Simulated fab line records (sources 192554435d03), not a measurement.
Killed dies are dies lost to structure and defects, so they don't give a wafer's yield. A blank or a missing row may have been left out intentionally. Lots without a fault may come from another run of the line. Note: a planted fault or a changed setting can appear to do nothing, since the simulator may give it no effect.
Which tool is to blame? || flow n5-finfet || 9 lots, 26 wafers sampled, at 5 steps of a route of 1938

== WHAT THE GAUGES SHOWED, per wafer ==
N5_FIN_SAQP_INSPECT_40: inspects for defects (brightfield). Usual: raw-defect-count at 223, with a standard deviation of 65.
{"lot": "L757", "measured": "day 2 08:20", "on": "defect-inspect-01", "raw-defect-count": "174 234 143", "flag": ""}
{"lot": "L758", "measured": "day 2 18:36", "on": "defect-inspect-01", "raw-defect-count": "161 192 158", "flag": ""}
{"lot": "L761", "measured": "day 3 10:59", "on": "defect-inspect-01", "raw-defect-count": "200 165 157", "flag": ""}
{"lot": "L763", "measured": "day 3 20:49", "on": "defect-inspect-01", "raw-defect-count": "238 430 380", "flag": ""}
{"lot": "L764", "measured": "day 4 03:51", "on": "defect-inspect-02", "raw-defect-count": "248 276 393", "flag": ""}
{"lot": "L766", "measured": "day 4 15:58", "on": "defect-inspect-02", "raw-defect-count": "231 163 201", "flag": ""}
{"lot": "L772", "measured": "day 6 04:12", "on": "defect-inspect-02", "raw-defect-count": "225 162 206", "flag": ""}
{"lot": "L775", "measured": "day 6 22:10", "on": "defect-inspect-02", "raw-defect-count": "149 132", "flag": ""}
{"lot": "L778", "measured": "day 7 15:19", "on": "defect-inspect-02", "raw-defect-count": "306 153 172", "flag": ""}

N5_BEOL_M4_RC_MEAS_101. Usual: DIBL_N 36.4 mV/V, standard deviation 1.5; DIBL_P 36.6 mV/V, standard deviation 1.9; IOFF_N 0.155 nA/um, standard deviation 0.021; IOFF_P 0.211 nA/um, standard deviation 0.028; ION_N 671 uA/um, standard deviation 8.6; ION_P 462 uA/um, standard deviation 5.8; SS_N 71.5 mV/dec, standard deviation 0.5; SS_P 73.4 mV/dec, standard deviation 0.58; VT_N 250.1 mV, standard deviation 2.4; VT_P -250.1 mV, standard deviation 3.
{"lot": "L757", "measured": "day 8 08:29", "on": "prober-01", "DIBL_N (mV/V)": "35.7 36.7 35.8", "DIBL_P (mV/V)": "35.7 36.6 35.5", "IOFF_N (nA/um)": "0.152 0.157 0.149", "IOFF_P (nA/um)": "0.207 0.215 0.198", "ION_N (uA/um)": "677 676 664", "ION_P (uA/um)": "464 468 460", "SS_N (mV/dec)": "71.3 71.8 71.7", "SS_P (mV/dec)": "73.3 73.8 74.5", "VT_N (mV)": "249.9 249.4 251.1", "VT_P (mV)": "-250.3 -251.7 -249.5", "flag": ""}
{"lot": "L758", "measured": "day 8 10:45", "on": "prober-01", "DIBL_N (mV/V)": "36.4 36.8 36.8", "DIBL_P (mV/V)": "37.3 37.6 38.0", "IOFF_N (nA/um)": "0.155 0.159 0.158", "IOFF_P (nA/um)": "0.241 0.256 0.251", "ION_N (uA/um)": "671 664 675", "ION_P (uA/um)": "472 466 469", "SS_N (mV/dec)": "71.1 70.7 71.4", "SS_P (mV/dec)": "73.9 73.5 74.1", "VT_N (mV)": "248.2 248.4 250.2", "VT_P (mV)": "-247.0 -247.3 -246.1", "flag": ""}
{"lot": "L761", "measured": "day 8 22:37", "on": "prober-01", "DIBL_N (mV/V)": "34.9 34.0 33.9", "DIBL_P (mV/V)": "34.8 33.9 33.5", "IOFF_N (nA/um)": "0.137 0.129 0.126", "IOFF_P (nA/um)": "0.224 0.204 0.202", "ION_N (uA/um)": "657 661 660", "ION_P (uA/um)": "464 463 466", "SS_N (mV/dec)": "70.6 70.9 71.0", "SS_P (mV/dec)": "72.8 72.6 72.7", "VT_N (mV)": "254.1 256.0 249.6", "VT_P (mV)": "-246.3 -251.0 -251.1", "flag": ""}
{"lot": "L763", "measured": "day 9 16:14", "on": "prober-01", "DIBL_N (mV/V)": "37.1 36.5 36.7", "DIBL_P (mV/V)": "38.8 37.6 38.3", "IOFF_N (nA/um)": "0.171 0.168 0.163", "IOFF_P (nA/um)": "0.237 0.222 0.237", "ION_N (uA/um)": "675 674 675", "ION_P (uA/um)": "466 463 464", "SS_N (mV/dec)": "72.0 71.3 71.5", "SS_P (mV/dec)": "73.4 73.5 73.5", "VT_N (mV)": "248.3 247.9 249.0", "VT_P (mV)": "-246.5 -247.4 -246.5", "flag": ""}
{"lot": "L764", "measured": "day 9 22:48", "on": "prober-01", "DIBL_N (mV/V)": "35.8 37.2 34.7", "DIBL_P (mV/V)": "36.1 38.0 35.6", "IOFF_N (nA/um)": "0.159 0.187 0.134", "IOFF_P (nA/um)": "0.205 0.236 0.195", "ION_N (uA/um)": "677 683 658", "ION_P (uA/um)": "461 462 456", "SS_N (mV/dec)": "71.3 71.7 70.5", "SS_P (mV/dec)": "73.3 73.5 73.3", "VT_N (mV)": "249.3 245.6 251.4", "VT_P (mV)": "-251.5 -248.7 -252.2", "flag": ""}
{"lot": "L766", "measured": "day 10 14:41", "on": "prober-02", "DIBL_N (mV/V)": "35.1 34.4 33.7", "DIBL_P (mV/V)": "37.2 36.2 35.3", "IOFF_N (nA/um)": "0.155 0.144 0.133", "IOFF_P (nA/um)": "0.237 0.221 0.204", "ION_N (uA/um)": "672 669 662", "ION_P (uA/um)": "468 458 461", "SS_N (mV/dec)": "71.5 71.2 71.7", "SS_P (mV/dec)": "73.1 73.0 72.8", "VT_N (mV)": "249.5 250.6 252.6", "VT_P (mV)": "-246.7 -246.5 -252.6", "flag": ""}
{"lot": "L772", "measured": "day 12 09:46", "on": "prober-01", "DIBL_N (mV/V)": "37.7 37.2 38.2", "DIBL_P (mV/V)": "37.4 37.2 38.3", "IOFF_N (nA/um)": "0.158 0.149 0.169", "IOFF_P (nA/um)": "0.238 0.240 0.260", "ION_N (uA/um)": "669 665 671", "ION_P (uA/um)": "463 462 471", "SS_N (mV/dec)": "72.0 71.5 71.9", "SS_P (mV/dec)": "73.7 73.4 73.4", "VT_N (mV)": "249.9 249.9 249.4", "VT_P (mV)": "-249.9 -250.2 -246.3", "flag": ""}
{"lot": "L775", "measured": "day 12 16:26", "on": "prober-01", "DIBL_N (mV/V)": "36.9 37.3", "DIBL_P (mV/V)": "37.3 37.8", "IOFF_N (nA/um)": "0.160 0.171", "IOFF_P (nA/um)": "0.221 0.209", "ION_N (uA/um)": "665 677", "ION_P (uA/um)": "459 460", "SS_N (mV/dec)": "71.8 71.3", "SS_P (mV/dec)": "73.4 73.5", "VT_N (mV)": "252.5 247.6", "VT_P (mV)": "-247.9 -250.5", "flag": ""}
{"lot": "L778", "measured": "day 13 09:25", "on": "prober-01", "DIBL_N (mV/V)": "32.6 34.9 34.2", "DIBL_P (mV/V)": "33.7 35.5 34.8", "IOFF_N (nA/um)": "0.128 0.152 0.143", "IOFF_P (nA/um)": "0.168 0.209 0.188", "ION_N (uA/um)": "670 677 679", "ION_P (uA/um)": "469 471 467", "SS_N (mV/dec)": "71.4 71.3 71.7", "SS_P (mV/dec)": "72.8 73.7 73.1", "VT_N (mV)": "252.5 249.9 251.6", "VT_P (mV)": "-250.6 -246.6 -253.1", "flag": ""}

== EACH LOT AND THE TOOL THAT RAN IT (in order: tool; ch and the chambers of the sampled wafers; start) ==
{"lot": "L757", "N5_FIN_SAQP_MANDREL2_REMOVE_60": "rie-si-04 ch 0,2,3, day 2 07:39", "N5_FIN_SAQP_STRIP_77": "rie-diel-06 ch 0,2,3, day 2 07:54", "N5_FIN_CUT_ETCH_20": "rie-diel-03 ch 0,1,2, day 2 08:52"}
{"lot": "L758", "N5_FIN_SAQP_MANDREL2_REMOVE_60": "rie-si-04 ch 0,1,3, day 2 17:54", "N5_FIN_SAQP_STRIP_77": "rie-diel-01 ch 0,1, day 2 18:09", "N5_FIN_CUT_ETCH_20": "rie-diel-02 ch 0,1,2, day 2 19:05"}
{"lot": "L761", "N5_FIN_SAQP_MANDREL2_REMOVE_60": "rie-si-04 ch 0,2,3, day 3 10:17", "N5_FIN_SAQP_STRIP_77": "rie-diel-01 ch 0,1,2, day 3 10:32", "N5_FIN_CUT_ETCH_20": "rie-diel-05 ch 1,2,3, day 3 11:43"}
{"lot": "L763", "N5_FIN_SAQP_MANDREL2_REMOVE_60": "rie-si-04 ch 1,2, day 3 20:07", "N5_FIN_SAQP_STRIP_77": "rie-diel-04 ch 0,3, day 3 20:22", "N5_FIN_CUT_ETCH_20": "rie-diel-05 ch 0,1,3, day 3 21:17"}
{"lot": "L764", "N5_FIN_SAQP_MANDREL2_REMOVE_60": "rie-si-04 ch 0,1,3, day 4 03:08", "N5_FIN_SAQP_STRIP_77": "rie-diel-01 ch 1,2, day 4 03:23", "N5_FIN_CUT_ETCH_20": "rie-diel-05 ch 0,1,2, day 4 04:26"}
{"lot": "L766", "N5_FIN_SAQP_MANDREL2_REMOVE_60": "rie-si-06 ch 0,1,2, day 4 15:10", "N5_FIN_SAQP_STRIP_77": "rie-diel-06 ch 0,3, day 4 15:31", "N5_FIN_CUT_ETCH_20": "rie-diel-05 ch 0,1,3, day 4 16:30"}
{"lot": "L772", "N5_FIN_SAQP_MANDREL2_REMOVE_60": "rie-si-02 ch 1,2,3, day 6 03:21", "N5_FIN_SAQP_STRIP_77": "rie-diel-01 ch 1,3, day 6 03:46", "N5_FIN_CUT_ETCH_20": "rie-diel-05 ch 1,2,3, day 6 04:49"}
{"lot": "L775", "N5_FIN_SAQP_MANDREL2_REMOVE_60": "rie-si-04 ch 3, day 6 21:29", "N5_FIN_SAQP_STRIP_77": "rie-diel-04 ch 1, day 6 21:44", "N5_FIN_CUT_ETCH_20": "rie-diel-05 ch 2,3, day 6 22:47"}
{"lot": "L778", "N5_FIN_SAQP_MANDREL2_REMOVE_60": "rie-si-04 ch 0,2, day 7 14:35", "N5_FIN_SAQP_STRIP_77": "rie-diel-01 ch 0,3, day 7 14:52", "N5_FIN_CUT_ETCH_20": "rie-diel-03 ch 2,3, day 7 15:55"}
- N5_FIN_SAQP_MANDREL2_REMOVE_60: chemistry HBr/Cl2/O2, target a-Si, stops on SiNx, bt time 10 s.
- N5_FIN_SAQP_STRIP_77: strips in N2/H2, time 90 s.
- N5_FIN_CUT_ETCH_20: etches SiARC in CF4, target depth 26 nm, time 43.3 s.

== AS READ BY THE TOOLS THEMSELVES (means over the sampled wafers that have a number; for cases with no such wafer, the mark the record gives instead) ==
N5_FIN_SAQP_MANDREL2_REMOVE_60. Usual: drypump-motor-current-A 5.8 A, standard deviation 0.48; oes-product-au 1.004 a.u., standard deviation 0.013; throttle-valve-pct 36.7 %, standard deviation 0.3.
{"lot": "L757", "tool": "rie-si-04", "drypump-motor-current-A (A)": 5.8, "oes-product-au (a.u.)": 1.001, "throttle-valve-pct (%)": 36.8, "flag": ""}
{"lot": "L758", "tool": "rie-si-04", "drypump-motor-current-A (A)": 6.1, "oes-product-au (a.u.)": 1.000, "throttle-valve-pct (%)": 37.0, "flag": ""}
{"lot": "L761", "tool": "rie-si-04", "drypump-motor-current-A (A)": 5.8, "oes-product-au (a.u.)": 0.995, "throttle-valve-pct (%)": 36.8, "flag": ""}
{"lot": "L763", "tool": "rie-si-04", "drypump-motor-current-A (A)": 6.0, "oes-product-au (a.u.)": 1.006, "throttle-valve-pct (%)": 36.7, "flag": ""}
{"lot": "L764", "tool": "rie-si-04", "drypump-motor-current-A (A)": 6.1, "oes-product-au (a.u.)": 1.004, "throttle-valve-pct (%)": 37.0, "flag": ""}
{"lot": "L766", "tool": "rie-si-06", "drypump-motor-current-A (A)": 5.7, "oes-product-au (a.u.)": 1.009, "throttle-valve-pct (%)": 36.5, "flag": ""}
{"lot": "L772", "tool": "rie-si-02", "drypump-motor-current-A (A)": 6.1, "oes-product-au (a.u.)": 1.020, "throttle-valve-pct (%)": 36.5, "flag": ""}
{"lot": "L775", "tool": "rie-si-04", "drypump-motor-current-A (A)": 6.0, "oes-product-au (a.u.)": 0.984, "throttle-valve-pct (%)": 36.8, "flag": ""}
{"lot": "L778", "tool": "rie-si-04", "drypump-motor-current-A (A)": 5.8, "oes-product-au (a.u.)": 1.007, "throttle-valve-pct (%)": 36.8, "flag": ""}

N5_FIN_SAQP_STRIP_77. Usual: drypump-motor-current-A 5.6 A, standard deviation 0.46; oes-product-au 0.76 a.u., standard deviation 0.085; rf-vpp-V 45.3 V, standard deviation 0.77; showerhead-plenum-p-Torr 3.38 Torr, standard deviation 0.094; throttle-valve-pct 12.30 %, standard deviation 0.27.
{"lot": "L757", "tool": "rie-diel-06", "drypump-motor-current-A (A)": 5.9, "oes-product-au (a.u.)": 0.76, "rf-vpp-V (V)": 45.1, "showerhead-plenum-p-Torr (Torr)": 3.47, "throttle-valve-pct (%)": 12.24, "flag": ""}
{"lot": "L758", "tool": "rie-diel-01", "drypump-motor-current-A (A)": 5.0, "oes-product-au (a.u.)": 0.69, "rf-vpp-V (V)": 45.2, "showerhead-plenum-p-Torr (Torr)": 3.39, "throttle-valve-pct (%)": 12.48, "flag": ""}
{"lot": "L761", "tool": "rie-diel-01", "drypump-motor-current-A (A)": 5.2, "oes-product-au (a.u.)": 0.72, "rf-vpp-V (V)": 44.5, "showerhead-plenum-p-Torr (Torr)": 3.40, "throttle-valve-pct (%)": 12.39, "flag": ""}
{"lot": "L763", "tool": "rie-diel-04", "drypump-motor-current-A (A)": 5.6, "oes-product-au (a.u.)": 0.75, "rf-vpp-V (V)": 45.1, "showerhead-plenum-p-Torr (Torr)": 3.28, "throttle-valve-pct (%)": 12.20, "flag": ""}
{"lot": "L764", "tool": "rie-diel-01", "drypump-motor-current-A (A)": 5.1, "oes-product-au (a.u.)": 0.71, "rf-vpp-V (V)": 45.8, "showerhead-plenum-p-Torr (Torr)": 3.35, "throttle-valve-pct (%)": 12.28, "flag": ""}
{"lot": "L766", "tool": "rie-diel-06", "drypump-motor-current-A (A)": 6.4, "oes-product-au (a.u.)": 0.77, "rf-vpp-V (V)": 46.0, "showerhead-plenum-p-Torr (Torr)": 3.52, "throttle-valve-pct (%)": 12.18, "flag": ""}
{"lot": "L772", "tool": "rie-diel-01", "drypump-motor-current-A (A)": 5.2, "oes-product-au (a.u.)": 0.99, "rf-vpp-V (V)": 46.2, "showerhead-plenum-p-Torr (Torr)": 3.37, "throttle-valve-pct (%)": 11.82, "flag": ""}
{"lot": "L775", "tool": "rie-diel-04", "drypump-motor-current-A (A)": 5.6, "oes-product-au (a.u.)": 0.70, "rf-vpp-V (V)": 45.4, "showerhead-plenum-p-Torr (Torr)": 3.35, "throttle-valve-pct (%)": 12.36, "flag": ""}
{"lot": "L778", "tool": "rie-diel-01", "drypump-motor-current-A (A)": 5.7, "oes-product-au (a.u.)": 0.94, "rf-vpp-V (V)": 45.9, "showerhead-plenum-p-Torr (Torr)": 3.46, "throttle-valve-pct (%)": 12.04, "flag": ""}

N5_FIN_CUT_ETCH_20. Usual: drypump-motor-current-A 5.6 A, standard deviation 0.48; etch-rf-on-time-s 43.2 s, standard deviation 0.67; oes-product-au 0.65 a.u., standard deviation 0.058; rf-vpp-V 184.0 V, standard deviation 1.2; showerhead-plenum-p-Torr 2.14 Torr, standard deviation 0.067; throttle-valve-pct 15.63 %, standard deviation 0.21.
{"lot": "L757", "tool": "rie-diel-03", "drypump-motor-current-A (A)": 5.2, "etch-rf-on-time-s (s)": 43.2, "oes-product-au (a.u.)": 0.69, "rf-vpp-V (V)": 184.1, "showerhead-plenum-p-Torr (Torr)": 2.18, "throttle-valve-pct (%)": 15.53, "flag": ""}
{"lot": "L758", "tool": "rie-diel-02", "drypump-motor-current-A (A)": 5.5, "etch-rf-on-time-s (s)": 44.2, "oes-product-au (a.u.)": 0.61, "rf-vpp-V (V)": 183.3, "showerhead-plenum-p-Torr (Torr)": 2.12, "throttle-valve-pct (%)": 15.60, "flag": ""}
{"lot": "L761", "tool": "rie-diel-05", "drypump-motor-current-A (A)": 5.6, "etch-rf-on-time-s (s)": 42.7, "oes-product-au (a.u.)": 0.64, "rf-vpp-V (V)": 183.7, "showerhead-plenum-p-Torr (Torr)": 2.11, "throttle-valve-pct (%)": 15.64, "flag": ""}
{"lot": "L763", "tool": "rie-diel-05", "drypump-motor-current-A (A)": 5.7, "etch-rf-on-time-s (s)": 43.1, "oes-product-au (a.u.)": 0.64, "rf-vpp-V (V)": 183.8, "showerhead-plenum-p-Torr (Torr)": 2.14, "throttle-valve-pct (%)": 15.69, "flag": ""}
{"lot": "L764", "tool": "rie-diel-05", "drypump-motor-current-A (A)": 6.0, "etch-rf-on-time-s (s)": 43.4, "oes-product-au (a.u.)": 0.62, "rf-vpp-V (V)": 184.5, "showerhead-plenum-p-Torr (Torr)": 2.13, "throttle-valve-pct (%)": 15.75, "flag": ""}
{"lot": "L766", "tool": "rie-diel-05", "drypump-motor-current-A (A)": 5.7, "etch-rf-on-time-s (s)": 43.0, "oes-product-au (a.u.)": 0.64, "rf-vpp-V (V)": 184.0, "showerhead-plenum-p-Torr (Torr)": 2.13, "throttle-valve-pct (%)": 15.69, "flag": ""}
{"lot": "L772", "tool": "rie-diel-05", "drypump-motor-current-A (A)": 5.6, "etch-rf-on-time-s (s)": 37.7, "oes-product-au (a.u.)": 0.70, "rf-vpp-V (V)": 183.4, "showerhead-plenum-p-Torr (Torr)": 2.10, "throttle-valve-pct (%)": 15.69, "flag": "OFF"}
{"lot": "L775", "tool": "rie-diel-05", "drypump-motor-current-A (A)": 5.9, "etch-rf-on-time-s (s)": 34.4, "oes-product-au (a.u.)": 0.74, "rf-vpp-V (V)": 182.9, "showerhead-plenum-p-Torr (Torr)": 2.05, "throttle-valve-pct (%)": 15.81, "flag": "OFF"}
{"lot": "L778", "tool": "rie-diel-03", "drypump-motor-current-A (A)": 5.2, "etch-rf-on-time-s (s)": 43.1, "oes-product-au (a.u.)": 0.70, "rf-vpp-V (V)": 184.0, "showerhead-plenum-p-Torr (Torr)": 2.15, "throttle-valve-pct (%)": 15.58, "flag": ""}

== THE ANSWER, worked out from the rows above alone ==
Rule: lot off if the mean of its wafers having a number is beyond 3 standard deviations from the usual mean. A lot without any number at a reading at which 4 lots or more have one is off too. Any other lot the step has rows for is counted as sound. The gauges are gone through in route order, then the tools' own readings, and for those a lot's mean is taken as printed above. The first step at which some lot is off is used, and at that step the reading that is off furthest; a lot without a number counts as furthest.
Off: L772, L775 (N5_FIN_CUT_ETCH_20, etch-rf-on-time-s).
If a tool, at that step or one of the process steps before it, ran each lot that is off and ran no sound lot following the first of them, it fits. One candidate fits, namely rie-diel-05 at N5_FIN_CUT_ETCH_20. Its last sound lot is L766 (day 4 16:30), its first lot that is off L772 (day 6 04:49): a fault that began between those two fits.
On the lots that are off, the tool's own readings at N5_FIN_CUT_ETCH_20 differ by more than 5 times the standard deviation of the sound lots' means, which bears it out; etch-rf-on-time-s reads 36.0 s there versus 43.2 s on the sound lots.

== WHAT HAD BEEN PUT IN BY THE SIMULATOR ==
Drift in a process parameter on rie-diel-05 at N5_FIN_CUT_ETCH_20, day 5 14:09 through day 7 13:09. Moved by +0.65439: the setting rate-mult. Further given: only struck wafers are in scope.
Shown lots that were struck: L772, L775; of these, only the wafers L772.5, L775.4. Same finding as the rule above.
